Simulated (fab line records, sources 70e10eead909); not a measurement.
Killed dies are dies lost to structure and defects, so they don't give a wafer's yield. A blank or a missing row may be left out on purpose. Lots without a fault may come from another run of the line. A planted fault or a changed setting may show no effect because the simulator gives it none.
Which tool did it? | flow nand_harc | 7 lots, 21 wafers sampled, at 2 steps of a route of 1302

WHAT THE GAUGES READ, wafer by wafer
NHARC_A_BONDPAD_THK_MEAS_20: measures by xrf.
lot  | measured     | on            | thk_nm (nm)
L534 | day 23 15:02 | film_metro-01 | 168.8 167.4 166.9
L536 | day 24 17:46 | film_metro-01 | 173.0 171.4 171.0
L538 | day 25 10:47 | film_metro-02 | 171.6 169.4 169.7
L542 | day 26 13:20 | film_metro-02 | 168.7 170.8 171.3
L551 | day 31 09:37 | film_metro-01 | 173.3 166.0 169.9
L553 | day 32 08:26 | film_metro-02 | 169.8 168.7 171.5
L555 | day 31 23:55 | film_metro-02 | 171.7 169.7 171.4

WHICH TOOL RAN EACH LOT (tool, then ch and the chambers of the sampled wafers, then the start)
lot  | NHARC_P_STI_HDPCVD_20
L534 | hdpcvd-01 ch 0,1, day 3 19:32
L536 | hdpcvd-01 ch 0,1, day 4 11:38
L538 | hdpcvd-01 ch 0,1, day 5 09:27
L542 | hdpcvd-01 ch 0,1, day 7 03:55
L551 | hdpcvd-01 ch 0,1, day 11 01:36
L553 | hdpcvd-01 ch 0, day 11 22:14
L555 | hdpcvd-01 ch 0,1, day 12 07:52
- NHARC_P_STI_HDPCVD_20: deposits SiO2.

THE ANSWER, worked out from the rows above alone
Rule: what is usual is taken from the lots themselves. Put in order of their means at a reading, lots are off if they are a third of the lots or fewer, leave a main group of 4 or more, and stand apart from it by a gap of 3 or more times the standard deviation of the main group's means; of several such gaps the widest counts. A main group whose means are all the same, to the digits that the tables above print for the reading, isn't used. A lot without any number at a reading at which 4 lots or more have one is off too. The other lots that the step has rows for count as sound.
No lot is off at any reading shown: from this, nothing can be told.

WHAT THE SIMULATOR HAD PUT IN
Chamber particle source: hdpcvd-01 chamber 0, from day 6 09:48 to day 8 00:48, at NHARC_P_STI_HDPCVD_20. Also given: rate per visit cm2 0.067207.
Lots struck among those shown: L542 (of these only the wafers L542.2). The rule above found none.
